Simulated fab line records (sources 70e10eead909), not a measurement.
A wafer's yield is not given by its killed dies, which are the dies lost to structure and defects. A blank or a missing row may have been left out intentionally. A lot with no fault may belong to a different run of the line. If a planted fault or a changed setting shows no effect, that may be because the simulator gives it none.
fab line records | flow nand_harc | part 1 of 2: steps 1 to 18 of 27
[record] lots = 5 wafers = 15 last_day = 24
route steps=1159 shown A_SGD_CUT@751
lots with no fault: from the same line, run without faults
start_h: hours from the record's opening day to when the first of the lot's shown wafers began | wait_h: time in hours since the lot's previous step | " as in the row above | L1.1+2: a row that stands for several wafers | - either no value or no given start | * or withheld: withheld | < > ~ a bound
route shown NAME@n: NAME is a module with steps in the file, n the number in the route of the first one | usual: mean and standard deviation over wafers with no fault | same: alike in all rows | chamber/n: place in a boat | sites: the reading at each site | _std_site: the values' standard deviation | _edge_site: outer sites' mean less inner sites' | radius_mm: for every site, how far away it sits from the centre of the wafer | mask NAME#n: copy n | behind: the last tool/chamber to shape the wafer | hold: cause of the lot's hold/its duration in hours/its outcome | device: whichever transistor did not switch (one of n, p or np) | end of line: tests of these same wafers at the route's end | where a step has no rows: the recipe by itself | killed: dies lost to structure and defects at the first sort, not the wafer's yield | map: shows each die of a wafer: x if killed, . if not, _ if none is there
set.NAME: the run value of the setting; set.NAME@STEP: its run value at that earlier step | model.NAME: the simulator's own value behind a step, which no gauge read
a table for each step, a row for each wafer; lots at some steps of the route
services: the hour from which a tool's chamber was out of use, counted from the record's first day as start_h (under 0 if before that day), plus the number of hours and why
[[steps]]
[step NHARC_A_SGD_CUT_COAT_57]
[recipe] temp_c = 225 time_s = 65
[usual] chill_plate_temp_C = 23.00/0.12 exhaust_pa = 45.0/1
// columns lot.wafer tool chamber start_h wait_h chill_plate_temp_C exhaust_pa
L077.1 litho_track-01 0 - - 22.91 45.0
L077.2 " 0 " " 23.08 44.7
L077.4 " 0 " " 23.08 44.8
L084.2 litho_track-04 0 - - 22.86 45.3
L084.3 " 0 " " 22.99 45.1
L084.4 " 0 " " 22.85 44.0
L090.2 litho_track-06 0 - - 22.89 45.7
L090.4 " 0 " " 22.98 46.4
L090.6 " 0 " " 22.86 46.1
L092.2 litho_track-04 0 - - 23.10 45.9
L092.3 " 0 " " 23.15 45.2
L092.5 " 0 " " 22.97 46.0
L095.1 litho_track-06 0 - - 23.11 45.1
L095.2 " 0 " " 23.25 46.4
L095.4 " 0 " " 23.10 46.5
[step NHARC_A_SGD_CUT_COAT_03]
[recipe] spin_rpm = 1500 resist_thk_nm = 90
[usual] chill_plate_temp_C = 22.98/0.11 exhaust_pa = 45.0/0.83
// columns lot.wafer tool chamber start_h wait_h chill_plate_temp_C exhaust_pa
L077.1 litho_track-01 0 - - 23.05 45.8
L077.2 " 0 " " 23.05 46.2
L077.4 " 0 " " 23.07 44.9
L084.2 litho_track-04 0 - - 23.15 44.2
L084.3 " 0 " " 23.13 44.7
L084.4 " 0 " " 23.05 44.6
L090.2 litho_track-06 0 - - 22.94 45.3
L090.4 " 0 " " 23.14 45.3
L090.6 " 0 " " 22.99 45.2
L092.2 litho_track-04 0 - - 22.98 45.3
L092.3 " 0 " " 22.87 44.9
L092.5 " 0 " " 22.90 43.7
L095.1 litho_track-06 0 - - 22.93 46.1
L095.2 " 0 " " 22.93 45.7
L095.4 " 0 " " 22.95 45.9
[step NHARC_A_SGD_CUT_SOFTBAKE_04]
[recipe] temp_c = 105 time_s = 55
[usual] chill_plate_temp_C = 22.98/0.1 exhaust_pa = 45.1/0.91
// columns lot.wafer tool chamber start_h wait_h chill_plate_temp_C exhaust_pa
L077.1 litho_track-01 0 - - 23.16 45.4
L077.2 " 0 " " 23.19 45.5
L077.4 " 0 " " 23.04 45.5
L084.2 litho_track-04 0 - - 22.96 44.6
L084.3 " 0 " " 23.12 46.0
L084.4 " 0 " " 23.15 45.6
L090.2 litho_track-06 0 - - 22.96 44.3
L090.4 " 0 " " 23.08 44.3
L090.6 " 0 " " 22.99 45.3
L092.2 litho_track-04 0 - - 23.05 44.3
L092.3 " 0 " " 23.10 43.6
L092.5 " 0 " " 23.00 45.2
L095.1 litho_track-06 0 - - 23.04 45.1
L095.2 " 0 " " 22.86 45.5
L095.4 " 0 " " 22.96 45.6
[step NHARC_A_SGD_CUT_EBR_05]
[usual] chill_plate_temp_C = 23.00/0.11 exhaust_pa = 44.7/0.93
// columns lot.wafer tool chamber start_h wait_h chill_plate_temp_C exhaust_pa
L077.1 litho_track-01 0 - - 23.13 45.2
L077.2 " 0 " " 22.90 43.9
L077.4 " 0 " " 23.10 44.0
L084.2 litho_track-04 0 - - 22.81 45.0
L084.3 " 0 " " 23.00 44.0
L084.4 " 0 " " 23.01 44.5
L090.2 litho_track-06 0 - - 22.86 44.7
L090.4 " 0 " " 22.96 45.3
L090.6 " 0 " " 22.77 44.2
L092.2 litho_track-04 0 - - 22.96 45.0
L092.3 " 0 " " 22.91 44.7
L092.5 " 0 " " 22.86 43.1
L095.1 litho_track-06 0 - - 23.12 44.6
L095.2 " 0 " " 22.98 44.1
L095.4 " 0 " " 23.15 44.8
[step NHARC_A_SGD_CUT_EXPOSE_06]
[recipe] na = 1.35 dose_mj = 85.59 mask_id = SGD
[usual] reticle_temp_C = 22.98/0.11
// columns lot.wafer tool chamber start_h wait_h mask reticle_temp_C
L077.1 arfi_scanner-03 0 333.50 - SGD#0 22.88
L077.2 " 0 " " SGD#0 22.84
L077.4 " 0 " " SGD#0 22.93
L084.2 arfi_scanner-02 0 370.44 - SGD#0 22.94
L084.3 " 0 " " SGD#0 22.98
L084.4 " 0 " " SGD#0 22.93
L090.2 arfi_scanner-02 0 405.09 - SGD#0 23.15
L090.4 " 0 " " SGD#0 22.90
L090.6 " 0 " " SGD#0 23.13
L092.2 arfi_scanner-02 0 410.23 - SGD#0 23.04
L092.3 " 0 " " SGD#0 23.00
L092.5 " 0 " " SGD#0 22.97
L095.1 arfi_scanner-01 0 421.42 - SGD#0 22.79
L095.2 " 0 " " SGD#0 22.90
L095.4 " 0 " " SGD#0 22.91
[step NHARC_A_SGD_CUT_PEB_07]
[recipe] peb_temp_c = 100 peb_time_s = 65
[usual] chill_plate_temp_C = 23.00/0.11 exhaust_pa = 44.9/0.93
// columns lot.wafer tool chamber start_h wait_h chill_plate_temp_C exhaust_pa
L077.1 litho_track-06 0 333.57 0.1 22.90 45.5
L077.2 " 0 " " 22.88 46.1
L077.4 " 0 " " 23.12 44.5
L084.2 litho_track-06 0 370.49 0.1 23.02 48.0
L084.3 " 0 " " 23.00 45.0
L084.4 " 0 " " 23.09 46.5
L090.2 litho_track-06 0 405.15 0.1 23.04 45.4
L090.4 " 0 " " 23.16 43.8
L090.6 " 0 " " 23.11 44.4
L092.2 litho_track-06 0 410.29 0.1 23.30 45.8
L092.3 " 0 " " 23.03 43.5
L092.5 " 0 " " 23.24 43.8
L095.1 litho_track-06 0 421.48 0.1 23.08 45.2
L095.2 " 0 " " 22.96 45.4
L095.4 " 0 " " 22.88 45.4
[step NHARC_A_SGD_CUT_DEVELOP_08]
[recipe] develop_time_s = 35 dev_temp_c = 23
[usual] chill_plate_temp_C = 23.00/0.11 exhaust_pa = 45.2/0.93
// columns lot.wafer tool chamber start_h wait_h chill_plate_temp_C exhaust_pa
L077.1 litho_track-06 0 - - 22.98 45.7
L077.2 " 0 " " 22.98 45.3
L077.4 " 0 " " 23.06 45.4
L084.2 litho_track-06 0 - - 23.13 43.6
L084.3 " 0 " " 23.12 44.9
L084.4 " 0 " " 22.92 45.0
L090.2 litho_track-06 0 - - 23.01 44.2
L090.4 " 0 " " 22.88 45.5
L090.6 " 0 " " 23.03 45.1
L092.2 litho_track-06 0 - - 23.07 46.1
L092.3 " 0 " " 23.12 43.1
L092.5 " 0 " " 22.99 45.5
L095.1 litho_track-06 0 - - 22.91 46.1
L095.2 " 0 " " 22.92 45.6
L095.4 " 0 " " 22.78 47.3
[step NHARC_A_SGD_CUT_CD_MEAS_09]
[recipe] target_cd_nm = 100 landing_energy_ev = 500
[usual] cd_nm = 100.0/0.44
// columns lot.wafer tool chamber start_h wait_h cd_nm
L077.1 cd_sem-01 0 333.64 - 100.0
L077.2 " 0 " " 100.3
L077.4 " 0 " " 100.0
L084.2 cd_sem-01 0 370.58 - 99.5
L084.3 " 0 " " 100.1
L084.4 " 0 " " 100.4
L090.2 cd_sem-02 0 405.23 - 99.7
L090.4 " 0 " " 99.8
L090.6 " 0 " " 99.9
L092.2 cd_sem-02 0 410.37 - 99.6
L092.3 " 0 " " 98.3
L092.5 " 0 " " 100.2
L095.1 cd_sem-02 0 421.56 - 98.5
L095.2 " 0 " " 99.7
L095.4 " 0 " " 99.7
[step NHARC_A_SGD_CUT_OVL_MEAS_10]
[usual] overlay_x_nm = 0.1/0.92 overlay_y_nm = 0.1/0.81
// columns lot.wafer tool chamber start_h wait_h overlay_x_nm overlay_y_nm
L077.1 overlay-02 - 333.73 - -0.2 0.7
L077.2 " - " " 0.2 0.5
L077.4 " - " " -0.4 0.8
L084.2 overlay-02 - 370.67 - 0.1 0.2
L084.3 " - " " 0.2 0.6
L084.4 " - " " -0.1 0.6
L090.2 overlay-02 - 405.32 - 0.4 -0.8
L090.4 " - " " -0.1 -0.8
L090.6 " - " " 0.7 -0.1
L092.2 overlay-02 - 410.46 - 1.0 2.2
L092.3 " - " " 1.3 1.8
L092.5 " - " " 1.1 2.2
L095.1 overlay-01 - 421.65 - -0.6 -0.2
L095.2 " - " " -0.7 0.4
L095.4 " - " " -0.3 -0.1
[step NHARC_A_SGD_CUT_INSPECT_11]
[usual] raw_defect_count = 18/10
// columns lot.wafer tool chamber start_h wait_h raw_defect_count
L077.1 defect_inspect-01 - 333.77 0.0 10
L077.2 " - " " 8
L077.4 " - " " 5
L084.2 defect_inspect-01 - 370.70 0.0 9
L084.3 " - " " 9
L084.4 " - " " 13
L090.2 defect_inspect-02 - 405.35 0.0 7
L090.4 " - " " 9
L090.6 " - " " 17
L092.2 defect_inspect-02 - 410.50 0.0 23
L092.3 " - " " 15
L092.5 " - " " 18
L095.1 defect_inspect-02 - 421.69 0.0 15
L095.2 " - " " 8
L095.4 " - " " 15
[step NHARC_A_SGD_CUT_DESCUM_14]
[recipe] time_s = 3 o2_flow_sccm = 200 ar_flow_sccm = 0 bias_power_w = 0 chemistry = O2
[usual] chamber_pressure_mTorr = 60.00/0.058 drypump_motor_current_A = 5.6/0.46 o2_flow_sccm = 200.0/0.58 oes_product_au = 1.001/0.0082 rf_vpp_V = 57.7/0.85 showerhead_plenum_p_Torr = 1.92/0.074 throttle_valve_pct = 11.311/0.0081
// columns lot.wafer tool chamber start_h wait_h chamber_pressure_mTorr drypump_motor_current_A o2_flow_sccm oes_product_au rf_hours_counter_h rf_vpp_V showerhead_plenum_p_Torr throttle_valve_pct
L077.2 rie_diel-03 3 333.83 0.1 59.93 5.0 200.7 1.002 13 58.8 1.88 11.312
L077.4 " 1 " " 59.92 5.9 200.0 0.998 14 56.7 1.89 11.313
L077.1 " 2 " " 59.91 5.0 199.5 1.011 14 57.1 1.85 11.309
L084.3 rie_diel-02 2 370.77 0.1 60.06 6.0 199.8 0.988 2 59.5 1.94 11.316
L084.2 " 3 " " 59.94 5.5 200.7 1.000 1 57.4 1.87 11.307
L084.4 " 0 " " 59.98 5.5 201.0 1.008 2 56.8 1.80 11.294
L090.4 rie_diel-04 2 405.43 0.1 60.00 5.3 198.9 1.001 10 59.2 1.92 11.323
L090.2 " 3 " " 59.94 6.5 199.5 1.012 11 59.1 1.93 11.317
L090.6 " 1 " " 59.94 5.2 199.6 1.004 - 59.8 2.04 11.311
L092.3 rie_diel-03 3 410.56 0.1 60.02 5.0 202.0 0.998 1 57.4 1.88 11.309
L092.2 " 2 " " 60.01 5.0 200.0 1.004 1 57.0 1.84 11.303
L092.5 " 0 " " 59.96 6.0 200.3 1.002 - 59.2 1.98 11.318
L095.2 rie_diel-03 3 421.75 0.1 59.96 5.0 198.7 0.999 3 59.2 1.88 11.314
L095.1 " 1 " " 59.99 5.9 199.4 0.999 2 57.2 1.89 11.288
L095.4 " 2 " " 59.99 5.1 199.5 1.009 2 58.6 1.84 11.300
[step NHARC_A_SGD_CUT_ETCH_58]
[recipe] target_depth_a = 390 over_etch_frac = 0.3 time_s = 65 ion_energy_ev = 80 cf4_flow_sccm = 150 ar_flow_sccm = 0 rf_w = 300 bias_w = 100 chemistry = CF4
[usual] chamber_pressure_mTorr = 50.00/0.046 drypump_motor_current_A = 5.6/0.48 oes_product_au = 1.001/0.0075 rf_vpp_V = 151.2/1.1 showerhead_plenum_p_Torr = 1.77/0.062 throttle_valve_pct = 13.284/0.0092
// columns lot.wafer tool chamber start_h wait_h chamber_pressure_mTorr drypump_motor_current_A oes_product_au rf_hours_counter_h rf_vpp_V showerhead_plenum_p_Torr throttle_valve_pct
L077.2 rie_diel-03 2 334.24 0.4 50.01 5.0 1.009 15 151.4 1.71 13.287
L077.1 " 0 " " 50.00 6.0 1.001 13 152.1 1.83 13.276
L077.4 " 1 " " 50.04 5.8 0.991 14 150.5 1.75 13.279
L084.3 rie_diel-02 0 370.86 0.1 49.99 5.5 1.007 2 148.1 1.67 13.289
L084.4 " 1 " " 49.97 6.0 0.995 2 150.8 1.69 13.285
L084.2 " 2 " " 49.92 6.0 0.981 2 149.8 1.79 13.287
L090.2 rie_diel-04 0 405.50 0.1 49.99 5.3 1.007 11 151.8 1.87 13.273
L090.4 " 1 " " 50.01 5.3 1.015 10 152.9 1.88 13.287
L090.6 " 0 " " 50.07 5.3 1.002 - 151.7 1.86 13.278
L092.2 rie_diel-03 2 410.64 0.1 49.97 5.0 1.001 1 151.0 1.71 13.290
L092.3 " 1 " " 49.94 5.8 0.992 1 152.1 1.75 13.279
L092.5 " 2 " " 50.03 5.1 1.007 - 150.2 1.71 13.286
L095.4 rie_diel-03 3 421.83 0.1 50.00 5.0 1.003 3 149.8 1.74 13.263
L095.1 " 1 " " 50.00 5.9 0.998 2 151.8 1.75 13.288
L095.2 " 2 " " 49.97 5.0 1.003 2 150.0 1.71 13.265
[step NHARC_A_SGD_CUT_ETCH_59]
[recipe] target_depth_a = 2600 over_etch_frac = 0.25 time_s = 406.25 ion_energy_ev = 200 n2_flow_sccm = 150 h2_flow_sccm = 150 ar_flow_sccm = 0 rf_w = 400 bias_w = 150 chemistry = N2/H2
[usual] chamber_pressure_mTorr = 29.998/0.027 drypump_motor_current_A = 5.6/0.47 oes_product_au = 1.001/0.0076 rf_vpp_V = 430.5/2.4 showerhead_plenum_p_Torr = 2.04/0.081 throttle_valve_pct = 14.171/0.0078
// columns lot.wafer tool chamber start_h wait_h chamber_pressure_mTorr drypump_motor_current_A oes_product_au rf_hours_counter_h rf_vpp_V showerhead_plenum_p_Torr throttle_valve_pct
L077.4 rie_diel-03 2 - - 29.988 5.1 0.995 15 427.6 1.97 14.173
L077.2 " 3 " " 30.004 5.0 0.994 13 428.0 2.01 14.175
L077.1 " 0 " " 29.992 6.1 1.000 13 432.2 2.12 14.173
L084.2 rie_diel-02 3 - - 30.009 5.5 1.005 1 430.8 1.99 14.168
L084.3 " 1 " " 29.940 6.1 1.016 2 427.4 1.93 14.168
L084.4 " 2 " " 30.017 6.1 0.995 2 429.7 2.06 14.179
L090.4 rie_diel-04 0 - - 29.967 5.3 0.997 11 433.2 2.16 14.168
L090.2 " 1 " " 29.993 5.3 0.998 10 434.0 2.18 14.177
L090.6 " 2 " " 29.973 5.3 0.996 - 431.6 2.04 14.164
L092.3 rie_diel-03 0 - - 30.017 6.1 1.015 1 433.0 2.12 14.189
L092.2 " 1 " " 30.020 5.8 1.000 1 429.9 2.01 14.188
L092.5 " 3 " " 29.997 5.0 1.016 - 430.8 2.00 14.183
L095.2 rie_diel-03 2 - - 30.005 5.1 1.000 2 428.7 1.96 14.177
L095.1 " 3 " " 30.001 5.0 0.998 3 428.6 2.00 14.181
L095.4 " 0 " " 29.988 6.1 1.008 2 431.5 2.12 14.186
[step NHARC_A_SGD_CUT_ETCH_15]
[recipe] target_depth_a = 750 time_s = 64.3 ch3f_flow_sccm = 50 o2_flow_sccm = 30 ar_flow_sccm = 200 rf_w = 500 bias_w = 100 chemistry = CH3F/O2
[usual] chamber_pressure_mTorr = 25.001/0.025 drypump_motor_current_A = 5.6/0.45 o2_flow_sccm = 29.99/0.089 oes_product_au = 0.960/0.018 rf_vpp_V = 263.9/1.5 showerhead_plenum_p_Torr = 2.46/0.093 throttle_valve_pct = 20.663/0.0095
// columns lot.wafer tool chamber start_h wait_h chamber_pressure_mTorr drypump_motor_current_A o2_flow_sccm oes_product_au rf_hours_counter_h rf_vpp_V showerhead_plenum_p_Torr throttle_valve_pct
L077.4 rie_diel-03 1 - - 25.023 5.8 30.05 0.920 15 265.7 2.43 20.680
L077.2 " 3 " " 24.998 5.0 29.98 0.939 13 263.4 2.42 20.653
L077.1 " 0 " " 25.020 6.1 29.83 0.929 13 264.4 2.55 20.672
L084.4 rie_diel-02 0 - - 25.038 5.5 29.94 0.965 2 263.3 2.32 20.657
L084.3 " 2 " " 25.001 6.1 30.03 0.949 2 264.3 2.49 20.666
L084.2 " 3 " " 25.021 5.5 29.86 0.969 2 263.5 2.40 20.675
L090.2 rie_diel-04 1 - - 24.988 5.3 30.21 0.965 10 265.7 2.61 20.654
L090.4 " 2 " " 24.991 5.3 30.07 0.981 10 265.8 2.46 20.677
L090.6 " 2 " " 25.000 5.3 30.00 0.984 - 263.0 2.46 20.657
L092.2 rie_diel-03 3 - - 25.027 5.0 30.11 0.968 2 263.5 2.42 20.660
L092.3 " 1 " " 25.019 5.8 30.09 0.974 1 263.4 2.42 20.666
L092.5 " 3 " " 24.995 5.0 30.19 0.957 - 263.6 2.42 20.641
L095.1 rie_diel-03 1 - - 25.039 5.9 29.98 0.973 2 263.0 2.42 20.663
L095.4 " 2 " " 24.917 5.1 29.97 0.983 3 261.7 2.37 20.659
L095.2 " 0 " " 25.008 6.1 29.94 0.959 3 265.4 2.55 20.666
[step NHARC_A_SGD_CUT_ETCH_16]
[recipe] target_depth_a = 3105 time_s = 155.2 c4f8_flow_sccm = withheld o2_flow_sccm = 8 ar_flow_sccm = withheld rf_w = 600 bias_w = 800 chemistry = C4F8/O2/Ar
[usual] chamber_pressure_mTorr = 24.996/0.022 oes_product_au = 0.972/0.014 rf_vpp_V = 723/3.7
// columns lot.wafer tool chamber start_h wait_h chamber_pressure_mTorr oes_product_au rf_hours_counter_h rf_vpp_V
L077.2 rie_diel-03 2 - - 25.006 0.974 15 720
L077.1 " 3 " " 25.006 0.962 13 722
L077.4 " 0 " " 24.986 0.952 13 727
L084.2 rie_diel-02 0 - - 25.014 0.977 2 719
L084.4 " 1 " " 24.993 0.976 2 717
L084.3 " 3 " " 25.029 0.968 2 722
L090.2 rie_diel-04 2 - - 24.993 0.983 10 723
L090.4 " 0 " " 25.009 0.968 11 728
L090.6 " 1 " " 25.031 0.981 - 729
L092.2 rie_diel-03 0 - - 24.978 0.974 1 725
L092.3 " 1 " " 25.022 0.981 1 721
L092.5 " 1 " " 25.005 0.982 - 722
L095.4 rie_diel-03 3 - - 24.960 0.975 3 721
L095.2 " 1 " " 24.966 0.987 2 721
L095.1 " 2 " " 25.014 0.991 3 720
[step NHARC_A_SGD_CUT_STRIP_60]
[recipe] c4f8_flow_sccm = withheld o2_flow_sccm = 8 ar_flow_sccm = withheld bias_w = 0 chemistry = C4F8/O2/Ar
// columns lot.wafer tool chamber start_h wait_h
L077.2+4+1 rie_diel-03 2,3,1 - -
L084.2+4+3 rie_diel-02 3,0,2 - -
L090.2+4+6 rie_diel-04 2,3,2 - -
L092.3+2+5 rie_diel-03 2,3,0 - -
L095.4+1+2 rie_diel-03 3,1,2 - -
[step NHARC_A_SGD_CUT_STRIP_17]
[recipe] o2_flow_sccm = 500 ar_flow_sccm = 0 bias_w = 0 chemistry = O2
[usual] chamber_pressure_mTorr = 60.00/0.055 drypump_motor_current_A = 5.6/0.47 o2_flow_sccm = 500.1/1.5 oes_product_au = 0.999/0.0082 rf_vpp_V = 57.9/0.78 showerhead_plenum_p_Torr = 3.53/0.12 throttle_valve_pct = 17.036/0.009
// columns lot.wafer tool chamber start_h wait_h chamber_pressure_mTorr drypump_motor_current_A o2_flow_sccm oes_product_au rf_hours_counter_h rf_vpp_V showerhead_plenum_p_Torr throttle_valve_pct
L077.1 rie_diel-03 0 - - 60.03 6.0 500.2 0.990 13 58.7 3.65 17.039
L077.4 " 1 " " 59.86 5.9 498.8 0.985 15 57.5 3.49 17.033
L077.2 " 2 " " 60.03 5.1 499.0 1.004 15 57.7 3.41 17.035
L084.2 rie_diel-02 1 - - 60.01 6.1 499.3 1.010 2 56.3 3.36 17.031
L084.4 " 2 " " 60.00 6.1 499.1 1.008 2 57.4 3.57 17.055
L084.3 " 3 " " 60.03 5.5 499.1 1.023 2 57.8 3.45 17.047
L090.2 rie_diel-04 2 - - 60.03 5.3 500.8 0.996 11 56.5 3.53 17.033
L090.4 " 3 " " 60.01 6.5 499.3 0.990 11 56.9 3.55 17.046
L090.6 " 3 " " 59.98 6.5 497.2 0.994 - 56.9 3.55 17.037
L092.2 rie_diel-03 3 - - 59.99 5.0 500.0 0.995 2 57.8 3.47 17.033
L092.3 " 0 " " 60.05 6.1 501.6 1.000 1 59.1 3.65 17.035
L092.5 " 2 " " 60.03 5.1 499.2 1.010 - 59.3 3.41 17.045
L095.2 rie_diel-03 0 - - 60.00 6.1 502.2 0.999 3 57.6 3.65 17.042
L095.4 " 1 " " 60.05 5.9 503.5 0.988 3 58.1 3.48 17.015
L095.1 " 2 " " 59.96 5.1 499.3 1.006 3 57.3 3.41 17.037
[step NHARC_A_SGD_CUT_PRECLEAN_18]
[recipe] time_s = * temp_c = 50 bath_age_min = 0 chemistry = SC1
[usual] diw_flow_mL_min = 1415/4.1 sc1_h2o2_end_mol_l = 0.3697/0.00065
// columns lot.wafer tool chamber start_h wait_h diw_flow_mL_min sc1_h2o2_end_mol_l
L077.4 wet_bench-01 5 335.30 - 1413 0.3702
L077.1 " 7 " " 1417 0.3695
L077.2 " 0 " " 1408 0.3695
L084.3 wet_bench-01 1 371.74 - 1417 0.3700
L084.2 " 2 " " 1414 0.3695
L084.4 " 4 " " 1413 0.3696
L090.4 wet_bench-05 5 406.39 - 1407 0.3690
L090.2 " 6 " " 1411 0.3699
L090.6 " 2 " " 1417 0.3695
L092.3 wet_bench-01 4 411.54 - 1416 0.3699
L092.2 " 5 " " 1412 0.3706
L092.5 " 6 " " 1405 0.3697
L095.2 wet_bench-05 0 422.88 - 1420 0.3700
L095.1 " 1 " " 1415 0.3696
L095.4 " 2 " " 1406 0.3698
